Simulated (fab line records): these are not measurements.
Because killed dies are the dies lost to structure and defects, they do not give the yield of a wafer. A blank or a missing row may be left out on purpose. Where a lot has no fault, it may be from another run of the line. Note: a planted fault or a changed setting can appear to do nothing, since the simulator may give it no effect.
Matching of chambers ; flow nandHarc ; NHARC_A_CHANNEL_FILL_D2_CMP_10 on cmp-01 has 4 sister chambers
The step polishes, target thk 150 nm. 8 wafers are shown with their chamber, then 9 later ones without.

## WAFERS PAIRED WITH THEIR CHAMBERS
wafer;chamber;motorCurrentA (A);timeToEndpointS (s)
L079.2;1;12.6;16.4
L087.5;3;11.8;15.5
L089.2;2;10.8;15.8
L089.3;0;11.6;17.9
L089.5;1;12.0;16.0
L091.2;3;12.0;18.5
L091.4;2;10.5;23.0
L091.5;0;11.9;22.3

## WAFERS MISSING THEIR CHAMBER
wafer;motorCurrentA (A);timeToEndpointS (s)
L092.2;11.1;13.3
L092.5;11.4;15.1
L092.6;12.0;13.3
L093.1;11.0;15.2
L093.2;11.9;13.3
L093.4;12.2;14.7
L095.2;12.3;15.5
L095.3;11.8;13.4
L095.6;12.5;14.0

## EACH ONE'S CHAMBER
wafer;from the rows above;in truth
L092.2;can't be placed: 2 or 3 or 0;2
L092.5;can't be placed: 3 or 0 or 2 or 1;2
L092.6;can't be placed: 3 or 1 or 0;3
L093.1;can't be placed: 2 or 0 or 3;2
L093.2;can't be placed: 3 or 1 or 0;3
L093.4;can't be placed: 1 or 3 or 0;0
L095.2;can't be placed: 1 or 3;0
L095.3;can't be placed: 3 or 1 or 0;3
L095.6;can't be placed: 1 or 3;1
Correct placement for 0 of the 9. From these rows, 9 cannot be placed; in 8 the true chamber is one of the candidates. Wrongly placed: 0.
How it was worked out, from the rows above alone: a wafer's distance from a chamber is the root of the sum, over the readings, of the square of ((its reading less the chamber's mean) divided by the reading's scatter). The wafer belongs to the nearest chamber; if the next one is less than 2 further off, it can't be placed. The mean given for a chamber averages the wafers shown for that chamber. The scatter: take each reading less its chamber's mean, square it, sum over the shown wafers, divide by the number of wafers less the number of chambers, and take the root.
